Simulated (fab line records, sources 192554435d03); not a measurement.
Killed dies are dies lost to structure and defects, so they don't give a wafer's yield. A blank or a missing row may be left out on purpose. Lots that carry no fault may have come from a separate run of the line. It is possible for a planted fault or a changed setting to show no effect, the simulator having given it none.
The tool behind it: which one? | flow n5 finfet | 30 wafers sampled from 10 lots at 1 step of a route of 1938

== WHAT THE GAUGES READ, wafer by wafer ==
N5_BEOL_M0_SAQP_CD_MEAS_29: target cd 14.4 nm.
lot  | measured     | on        | cd nm (nm)
L918 | day 6 12:25  | cd sem-02 | 14.53 15.05 15.20
L920 | day 6 20:58  | cd sem-01 | 15.11 15.30 15.32
L921 | day 7 06:47  | cd sem-01 | 15.01 15.03 14.99
L922 | day 7 10:47  | cd sem-03 | 15.42 15.26 15.06
L923 | day 7 17:15  | cd sem-03 | 14.99 14.99 14.90
L929 | day 9 05:20  | cd sem-02 | 14.88 15.21 14.81
L930 | day 9 14:01  | cd sem-01 | 14.99 15.22 14.89
L932 | day 10 01:32 | cd sem-02 | 14.79 15.61 15.02
L935 | day 10 18:31 | cd sem-01 | 14.72 14.98 15.52
L938 | day 11 11:46 | cd sem-03 | 14.90 15.26 15.13

== WHAT TOOL EACH LOT RAN ON (gives the tool, then ch and the chambers of the sampled wafers, and finally the start) ==
Record: no process step prior to these readings.

== THE ANSWER, worked out from the rows above alone ==
Rule: the lots themselves supply what counts as usual. The widest of any qualifying gaps counts: lots, ordered by their means at a reading, are off when they make up no more than a third of the lots, leave a main group of 4 or more, and stand apart from it by 3 or more times the standard deviation of that group's means. Not used: any main group whose means are identical at the precision the tables above print for the reading. Also off: a lot with no number at a reading for which 4 or more lots have one. Where the step has rows for the other lots, those lots are counted as sound.
Across all readings shown, no lot is off: no conclusion can be drawn from this.

== WHAT HAD BEEN PUT IN BY THE SIMULATOR ==
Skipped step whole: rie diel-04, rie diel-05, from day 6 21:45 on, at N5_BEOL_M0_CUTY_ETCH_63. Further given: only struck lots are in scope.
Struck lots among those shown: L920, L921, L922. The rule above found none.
